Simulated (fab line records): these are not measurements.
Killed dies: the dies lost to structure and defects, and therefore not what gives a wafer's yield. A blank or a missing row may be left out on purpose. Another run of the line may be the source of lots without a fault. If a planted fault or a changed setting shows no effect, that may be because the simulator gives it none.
Chamber matching    flow nand harc    NHARC_P_M1_CMP_23 on cmp-04: 4 sister chambers
The step polishes, t overpolish 20 s, target thk 157.82 nm. 7 wafers are shown with their chamber, then 7 later ones without.

## WAFERS, EACH WITH ITS CHAMBER
wafer   chamber  motor current A (A)  time to endpoint s (s)
L081.5  0        13.3                 30
L082.2  2        12.0                 27
L082.6  1        12.0                 26
L086.5  0        12.5                 31
L086.6  3        13.8                 29
L090.1  1        11.8                 24
L090.2  3        13.0                 27

## WAFERS WITHOUT THEIR CHAMBER
wafer   motor current A (A)  time to endpoint s (s)
L090.5  12.5                 24
L094.3  13.3                 28
L094.4  13.3                 25
L094.5  12.6                 26
L097.4  13.4                 24
L097.5  13.2                 25
L097.6  12.2                 28

## THE CHAMBER EACH PASSED THROUGH
wafer   from the rows above                in truth
L090.5  can't be placed: 1 or 2            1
L094.3  can't be placed: 3 or 0            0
L094.4  can't be placed: 3 or 1 or 2       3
L094.5  can't be placed: 2 or 1 or 3       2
L097.4  can't be placed: 3 or 1 or 2       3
L097.5  can't be placed: 3 or 1 or 2       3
L097.6  can't be placed: 2 or 0 or 1 or 3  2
Placed correctly: 0 of 7. Cannot be placed on the basis of these rows: 7; the candidates contain the true chamber in 7. Number placed wrongly: 0.
How it was worked out, from the rows above alone: a wafer's distance from a chamber is the root of the sum, over the readings, of the square of ((its reading less the chamber's mean) divided by the reading's scatter). If the next closest chamber is less than 2 further off than the closest, the wafer can't be placed; otherwise it belongs to the closest. The mean given for a chamber averages the wafers shown for that chamber. The scatter: take each reading less its chamber's mean, square it, sum over the shown wafers, divide by the number of wafers less the number of chambers, and take the root.
